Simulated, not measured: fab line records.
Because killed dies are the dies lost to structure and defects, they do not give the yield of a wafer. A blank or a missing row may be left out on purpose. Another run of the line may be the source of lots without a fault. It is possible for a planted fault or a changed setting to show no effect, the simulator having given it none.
The tool behind it: which one?	flow nand-harc	12 lots, 36 wafers sampled, at 1 step of a route of 1302

## WHAT THE GAUGES SHOWED, per wafer
NHARC_A_CONTACT_INSPECT_23.
lot	measured	on	raw-defect-count
L075	day 23 01:17	defect-inspect-01	648 497 665
L077	day 23 19:40	defect-inspect-02	477 390 466
L080	day 24 07:23	defect-inspect-02	580 625 535
L081	day 25 03:18	defect-inspect-02	465 351 438
L082	day 26 03:28	defect-inspect-01	417 309 541
L085	day 27 04:36	defect-inspect-01	439 495 451
L087	day 27 09:53	defect-inspect-02	442 765 633
L089	day 28 04:10	defect-inspect-01	426 420 437
L091	day 30 03:46	defect-inspect-02	322 386 473
L094	day 30 07:52	defect-inspect-02	326 357 416
L095	day 31 06:41	defect-inspect-01	489 439 664
L097	day 31 13:22	defect-inspect-01	356 336 361

## TOOL THAT RAN EACH LOT (tool first, then ch and the chambers of the sampled wafers, then the start)
The record shows no process step preceding these readings.

## THE ANSWER, worked out from the rows above alone
Rule: what is usual is taken from the lots themselves. Put in order of their means at a reading, lots are off if they are a third of the lots or fewer, leave a main group of 4 or more, and stand apart from it by a gap of 3 or more times the standard deviation of the main group's means; of several such gaps the widest counts. A main group whose means are all the same, to the digits that the tables above print for the reading, isn't used. Also off: a lot with no number at a reading for which 4 or more lots have one. All remaining lots with rows at the step are treated as sound.
Across all readings shown, no lot is off: no conclusion can be drawn from this.

## WHAT HAD BEEN PUT IN BY THE SIMULATOR
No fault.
